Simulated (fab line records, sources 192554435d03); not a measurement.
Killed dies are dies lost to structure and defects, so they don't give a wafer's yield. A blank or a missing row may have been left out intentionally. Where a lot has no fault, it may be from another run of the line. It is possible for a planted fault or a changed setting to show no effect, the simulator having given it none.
Problem report, 8D (eight disciplines) form, completed by code + flow n5-finfet + the parts of the form that need people (team, actions taken, sign-off) are left out

## 1. PROBLEM STATEMENT
Wafers without a fault read 1500.1 rpm, standard deviation 0.82; spin-speed-rpm at N5_BEOL_M0_CUTY_COAT_51 reads a mean of 1437.2 rpm on 6 wafers belonging to 2 lots. Relative to the usual mean, that is a shift of -77 standard deviations.
The step: resist thk 150 nm.
Earliest sighting: wafer L581.2 on litho-track-04 at day 10 08:13. Wafers with a number at this step in the record: 27, from 10 lots. The rule behind "out" and "out of limits": a value lying over 4 standard deviations away from the usual mean. The other wafers with a number count as sound.

## 2. WHAT IT IS AND WHAT IT IS NOT
| question                    | is                     | is not                                                                    |
|-----------------------------|------------------------|---------------------------------------------------------------------------|
| which readings at this step | spin-speed-rpm         | -                                                                         |
| which lots                  | L581, L582             | L566, L567, L568, L569, L571, L578, L584, L586                            |
| which wafers of those lots  | all that have a number | -                                                                         |
| read on which tools         | litho-track-04         | litho-track-01, litho-track-05                                            |
| when                        | from day 10 08:13      | up to then (17 sound wafers); but 4 sound wafers of L584, L586 came after |

## 3. SUSPECTS, AND WHAT RULES EACH OUT
Counting: a tool at a process step up to the reading stays a suspect if it ran every lot that is out and no sound lot after the first of them.
- litho-track-04 at N5_BEOL_M0_CUTY_COAT_51 (resist thk 150 nm): kept. It ran every lot that is out, first L581 (day 10 08:13), and no sound lot after that; its last sound lot up to then is L568 (day 7 00:44). Its own spin-speed-rpm readings are out on those wafers.
The count leaves litho-track-04 at N5_BEOL_M0_CUTY_COAT_51.

## 4. THE CAUSE (what the simulator had put in)
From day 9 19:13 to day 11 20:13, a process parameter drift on litho-track-04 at N5_BEOL_M0_CUTY_COAT_51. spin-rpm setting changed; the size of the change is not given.
Counting left only this tool.

## 5. SEQUENCE OF EFFECTS, ordered by route
Rows list readings where the struck wafers' mean (over those with a number) sits beyond 3 standard deviations from the usual. Readings are gone through only where the record gives a usual standard deviation; hours: the median, over the lots, of the time from a lot's start at the first step in this table giving one to that lot's start at this step; sigmas: the change measured in usual standard deviations.
| hours | step                    | reading        | usual      | on struck wafers | change | sigmas |
|-------|-------------------------|----------------|------------|------------------|--------|--------|
| 0     | N5_BEOL_M0_CUTY_COAT_51 | spin-speed-rpm | 1500.1 rpm | 1437.2           | -62.8  | -77    |
Here are the process steps it includes:
- N5_BEOL_M0_CUTY_COAT_51: resist thk 150 nm.
Later steps that measure or inspect, where all struck wafers having a row at the step show a number for every such reading and not one has moved that far: N5_BEOL_M0_CUTY_CD_MEAS_57, N5_BEOL_M4_RC_MEAS_101.

## 6. HOW IT WOULD HAVE BEEN CAUGHT EARLIER
In this record no reading fell out of limits until day 10 08:13, 13 hours after the fault had begun at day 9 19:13.
